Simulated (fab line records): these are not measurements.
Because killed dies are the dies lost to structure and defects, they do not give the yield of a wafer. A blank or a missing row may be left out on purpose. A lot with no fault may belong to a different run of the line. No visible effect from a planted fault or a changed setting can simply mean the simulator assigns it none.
A lot that was struck, set against a sound lot    flow n5_finfet    24 out of 1938 route steps
Sound: wafers L257.2, L257.4, L257.6. Struck: wafers L277.1, L277.4, L277.6. The cause comes at the end.
For every step that has rows: the tool of each side, followed by ch and its chambers, followed by its first start. Under that, the readings that differ: sound wafers    struck wafers    difference of the means    sigmas: that difference in standard deviations of wafers without a fault.
alike: a reading whose means differ by less than 2 such deviations, as well as words and numbers matching on both sides. not compared: withheld readings; readings where some wafer has no value; bounds like >300 that might hide an equal value; numbers whose values overlap and for which the record gives no deviation.
The two part at a step that has a row with sigmas, a row that says differs or no value, or rows on one side only. Non-overlapping numbers with no deviation appear without sigmas and do not part them. A reading missing from all wafers of one side parts the sides only when that side holds two or more wafers.

N5_BEOL_M4_DEP_57: deposits SiCN from 3MS/NH3, target thk 8 nm, time 14 s.
  sound on pecvd-01 ch 0,2, day 7 13:57; struck on pecvd-03 ch 0,1, day 12 22:03
  alike: showerhead_plenum_p_Torr, throttle_valve_pct
N5_BEOL_M4_RS_MEAS_58: measurement is done with a four-point probe.
  sound on film_metro-02, day 7 14:02; struck on film_metro-01, day 12 22:07
  alike: M4_RS
N5_BEOL_M4_INSPECT_59: inspects for defects (darkfield).
  sound on defect_inspect-01, day 7 14:04; struck on defect_inspect-01, day 12 22:08
  alike: raw_defect_count
N5_BEOL_M4_RC_MEAS_101:
  sound on prober-01 ch 0, day 7 14:14; struck on prober-02 ch 0, day 12 22:10
  alike: DIBL_N, DIBL_P, IOFF_N, IOFF_P, ION_N, ION_P, SS_N, SS_P, VT_N, VT_P
N5_BEOL_M5_ILD_DEP_00: deposits SiCOH lowk from DEMS/porogen, target thk 140.64 nm, time 25.9 s.
  sound on pecvd-02 ch 1,2, day 7 15:04; struck on pecvd-03 ch 0,2, day 12 23:08
  alike: heater_power_w, showerhead_plenum_p_Torr, throttle_valve_pct
then, 1 step without rows for these wafers: N5_BEOL_M5_CURE_79 (cures SiCOH lowk, time 240 s).
N5_BEOL_M5_THK_MEAS_01:
  sound on film_metro-02, day 7 15:38; struck on film_metro-01, day 12 23:42
  alike: M5_ILD_THK
N5_BEOL_M5_PECVD_70: deposits SiO2 from TEOS/O2, target thk 16 nm, time 18 s.
  sound on pecvd-03 ch 1,2, day 7 15:40; struck on pecvd-02 ch 0,1, day 12 23:44
reading                 sound           struck          difference  sigmas
throttle_valve_pct (%)  21.9 21.6 21.3  23.6 23.9 23.0  +1.9        +3
  alike: heater_power_w, showerhead_plenum_p_Torr
N5_BEOL_M5_HM_DEP_02: deposits TiN, target thk 20 nm.
  sound on pvd_sputter-02, day 7 15:49; struck on pvd_sputter-02, day 13 01:03
  alike: throttle_valve_pct
then, 3 steps without rows for these wafers: N5_BEOL_M5_COAT_59 (time 60 s, resist thk 60 nm); N5_BEOL_M5_COAT_60 (time 60 s, resist thk 12 nm); N5_BEOL_M5_COAT_71 (time 60 s, resist thk 5 nm).
N5_BEOL_M5_COAT_05: resist thk 30 nm.
  sound on litho_track-05 ch 0, day 7 15:57; struck on litho_track-03 ch 0, day 13 01:11
reading                                       sound                 struck                difference  sigmas
spin_speed_rpm (rpm)                          1500.5 1501.6 1501.9  1707.4 1700.9 1707.6  +204.0      +99 or more
model.CAR-EUV_of_BEOL_M5_COAT_05.thk_nm (nm)  30 30 30              28.2 28.4 28.2        -1.7        
  alike: chill_plate_temp_C
then, 5 steps without rows for these wafers: N5_BEOL_M5_EBR_07; N5_BEOL_M5_SOFTBAKE_06 (time 60 s); N5_BEOL_M5_EXPOSE_08 (exposes mask M5, target cd 28 nm); N5_BEOL_M5_PEB_09 (peb time 60 s); N5_BEOL_M5_DEVELOP_10 (develop time 30 s).
N5_BEOL_M5_CD_MEAS_11: target cd 27.74 nm.
  sound on cd_sem-01 ch 0, day 7 16:12; struck on cd_sem-03 ch 0, day 13 01:34
  alike: cd_nm
N5_BEOL_M5_OVL_MEAS_12:
  sound on overlay-01 ch 0, day 7 16:14; struck on overlay-02 ch 0, day 13 01:36
  alike: M5_OVL
N5_BEOL_M5_INSPECT_13: inspects for defects (brightfield).
  sound on defect_inspect-01, day 7 16:17; struck on defect_inspect-01, day 13 01:39
  alike: raw_defect_count
N5_BEOL_M5_DESCUM_16: chemistry O2, time 7 s.
  sound on rie_diel-05 ch 1,2,3, day 7 16:20; struck on rie_diel-06 ch 0,2,3, day 13 01:44
reading                                       sound     struck          difference  sigmas
model.CAR-EUV_of_BEOL_M5_COAT_05.thk_nm (nm)  26 26 26  24.2 24.4 24.4  -1.7        
  alike: drypump_motor_current_A, oes_product_au, rf_vpp_V, showerhead_plenum_p_Torr, throttle_valve_pct
  not compared: rf_hours_counter_h
N5_BEOL_M5_ETCH_72: etches underlayer in N2/H2, target depth 6.5 nm, time 5.2 s.
  sound on rie_diel-05 ch 1,2,3, day 7 16:22; struck on rie_diel-06 ch 0,2,3, day 13 01:46
  alike: drypump_motor_current_A, etch_rf_on_time_s, oes_product_au, rf_vpp_V, showerhead_plenum_p_Torr, throttle_valve_pct
  not compared: rf_hours_counter_h
N5_PASSIVATION_PROBE_49:
  sound wafers here have rows in the record (prober-02, day 11 04:43); struck ones have none

== WHERE THEY PART ==
First at N5_BEOL_M5_PECVD_70; last, within this record, at N5_PASSIVATION_PROBE_49.

WHY: whatever the simulator had introduced
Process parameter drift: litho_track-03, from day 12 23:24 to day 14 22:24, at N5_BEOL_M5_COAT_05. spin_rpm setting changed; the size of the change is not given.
